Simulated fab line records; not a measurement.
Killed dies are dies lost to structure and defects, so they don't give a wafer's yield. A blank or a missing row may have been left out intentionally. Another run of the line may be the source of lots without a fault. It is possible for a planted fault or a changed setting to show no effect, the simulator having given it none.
Matching of chambers | flow n5_finfet | pecvd-04 running N5_BEOL_M11_DEP_56: 3 sister chambers
The step deposits SiCN from 3MS/NH3, target thk 30 nm, time 10.5 s. 6 wafers are shown with their chamber, then 11 later ones without.

## WAFERS, EACH WITH ITS CHAMBER
wafer  | chamber | showerhead_plenum_p_Torr (Torr) | showerhead_vpp_V (V)
L082.4 | 0       | 4.205                           | 1530
L082.5 | 2       | 4.142                           | 1593
L085.2 | 2       | 4.137                           | 1621
L085.3 | 1       | 4.120                           | 1697
L085.6 | 1       | 4.124                           | 1662
L089.1 | 0       | 4.193                           | 1520

## WAFERS MISSING THEIR CHAMBER
wafer  | showerhead_plenum_p_Torr (Torr) | showerhead_vpp_V (V)
L089.4 | 4.126                           | 1623
L089.6 | 4.139                           | 1627
L092.4 | 4.139                           | 1624
L092.5 | 4.125                           | 1747
L092.6 | 4.202                           | 1556
L094.2 | 4.198                           | 1550
L094.5 | 4.210                           | 1540
L094.6 | 4.128                           | 1676
L096.1 | 4.127                           | 1719
L096.2 | 4.127                           | 1616
L096.3 | 4.122                           | 1645

## CHAMBER TAKEN BY EACH
wafer  | from the rows above     | in truth
L089.4 | can't be placed: 2 or 1 | 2
L089.6 | 2                       | 2
L092.4 | 2                       | 2
L092.5 | 1                       | 1
L092.6 | 0                       | 0
L094.2 | 0                       | 0
L094.5 | 0                       | 0
L094.6 | 1                       | 1
L096.1 | 1                       | 1
L096.2 | can't be placed: 2 or 1 | 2
L096.3 | can't be placed: 1 or 2 | 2
Correctly placed: 8 of 11. Not placeable from these rows: 3 (in 3, the candidates include the true chamber). Placed wrongly: 0.
How it was worked out, from the rows above alone: a wafer's distance from a chamber is the root of the sum, over the readings, of the square of ((its reading less the chamber's mean) divided by the reading's scatter). If the next closest chamber is less than 2 further off than the closest, the wafer can't be placed; otherwise it belongs to the closest. The mean given for a chamber averages the wafers shown for that chamber. The scatter is the square root of a quotient: the sum, over the shown wafers, of each reading's squared deviation from its chamber's mean, divided by wafers minus chambers.
